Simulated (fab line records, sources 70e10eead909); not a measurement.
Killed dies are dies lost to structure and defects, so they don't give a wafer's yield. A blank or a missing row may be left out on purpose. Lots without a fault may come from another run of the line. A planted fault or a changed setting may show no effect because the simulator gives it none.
A struck lot beside a sound one | flow nand_harc | 19 steps out of a route of 1302
Sound: wafers L595.2, L595.3, L595.6. Struck: wafers L599.3, L599.4, L599.5. The cause comes at the end.
At each step with rows: each side's tool, then ch and its chambers, then its first start. Under that, the readings that differ: sound wafers | struck wafers | difference of the means | sigmas: that difference in standard deviations of wafers without a fault.
alike: readings whose means differ by less than 2 such deviations, and words and numbers that are the same on both sides. not compared: withheld readings, readings that some wafer has no value for, bounds like >300 that may hide the same value, and numbers for which the record gives no deviation and whose values overlap.
The two part at a step that has a row with sigmas, a row that says differs or no value, or rows on one side only. Numbers that don't overlap but have no deviation are shown without sigmas and don't part them. A reading that every wafer of one side lacks parts them only if that side has two wafers or more.

NHARC_A_CONTACT_ETCH_106: etches the open film in CF4/O2, target depth 90 nm, overetch 9 nm, time 49.5 s.
  sound on rie_diel-12 ch 0,1,2, day 24 03:35; struck on rie_diel-02 ch 0,1, day 26 06:48
  alike: drypump_motor_current_A, oes_product_au, rf_vpp_V, showerhead_plenum_p_Torr, throttle_valve_pct
  not compared: rf_hours_counter_h
NHARC_A_CONTACT_STRIP_82: strips in O2.
  sound on rie_diel-12 ch 0,1,3; struck on rie_diel-02 ch 1,2
  reading                         | sound          | struck         | difference | sigmas
  showerhead_plenum_p_Torr (Torr) | 3.53 3.55 3.79 | 3.33 3.41 3.33 | -0.27      | -2
  alike: drypump_motor_current_A, oes_product_au, rf_vpp_V, throttle_valve_pct
  not compared: rf_hours_counter_h
then, 1 step without rows for these wafers: NHARC_A_CONTACT_STRIP_83 (strips in post etch residue remover, time 600 s).
NHARC_A_CONTACT_DEP_84: deposits aC, target thk 2800 nm.
  sound on acl_dep-03 ch 0, day 24 05:40; struck on acl_dep-02 ch 0, day 26 08:04
  alike: throttle_valve_pct
NHARC_A_CONTACT_DEP_85: deposits SiON, target thk 60 nm.
  sound on pecvd-01 ch 1,2, day 24 07:07; struck on pecvd-04 ch 0,1,2, day 26 09:19
  alike: heater_power_w
then, 7 steps without rows for these wafers: NHARC_A_CONTACT_DEHYDRATE_00 (time 120 s); NHARC_A_CONTACT_HMDS_01 (time 30 s); NHARC_A_CONTACT_COAT_86 (time 75 s); NHARC_A_CONTACT_COAT_87 (time 65 s); NHARC_A_CONTACT_COAT_02 (resist thk 90 nm); NHARC_A_CONTACT_SOFTBAKE_03 (time 55 s); NHARC_A_CONTACT_EBR_04.
NHARC_A_CONTACT_EXPOSE_05: exposes mask A CC.
  sound on arfi_scanner-01 ch 0, day 24 07:41; struck on arfi_scanner-02 ch 0, day 26 09:50
  reading                           | sound                   | struck            | difference | sigmas
  model.A_CONTACT.overlay_x_nm (nm) | -0.7111 -0.7111 -0.7111 | 6.945 6.945 6.945 | +7.656     |
  alike: mask
then, 2 steps without rows for these wafers: NHARC_A_CONTACT_PEB_06 (peb time 65 s); NHARC_A_CONTACT_DEVELOP_07 (develop time 35 s).
NHARC_A_CONTACT_CD_MEAS_08: target cd 200 nm.
  sound on cd_sem-02 ch 0, day 24 07:50; struck on cd_sem-03 ch 0, day 26 09:59
  alike: cd_nm
NHARC_A_CONTACT_OVL_MEAS_09:
  sound on overlay-01, day 24 07:55; struck on overlay-02, day 26 10:04
  reading           | sound          | struck      | difference | sigmas
  overlay_x_nm (nm) | -0.7 -0.5 -0.5 | 6.8 6.8 7.0 | +7.4       | +10
  alike: overlay_y_nm
NHARC_A_CONTACT_INSPECT_10:
  sound on defect_inspect-02, day 24 07:57; struck on defect_inspect-02, day 26 10:06
  alike: raw_defect_count
NHARC_END_SORT_01:
  the record has rows for the sound wafers here (prober-01 ch 0, day 27 08:25) and none for the struck ones

WHERE THEY PART
First at NHARC_A_CONTACT_STRIP_82; last, within this record, at NHARC_END_SORT_01.

WHY: what the simulator had put in
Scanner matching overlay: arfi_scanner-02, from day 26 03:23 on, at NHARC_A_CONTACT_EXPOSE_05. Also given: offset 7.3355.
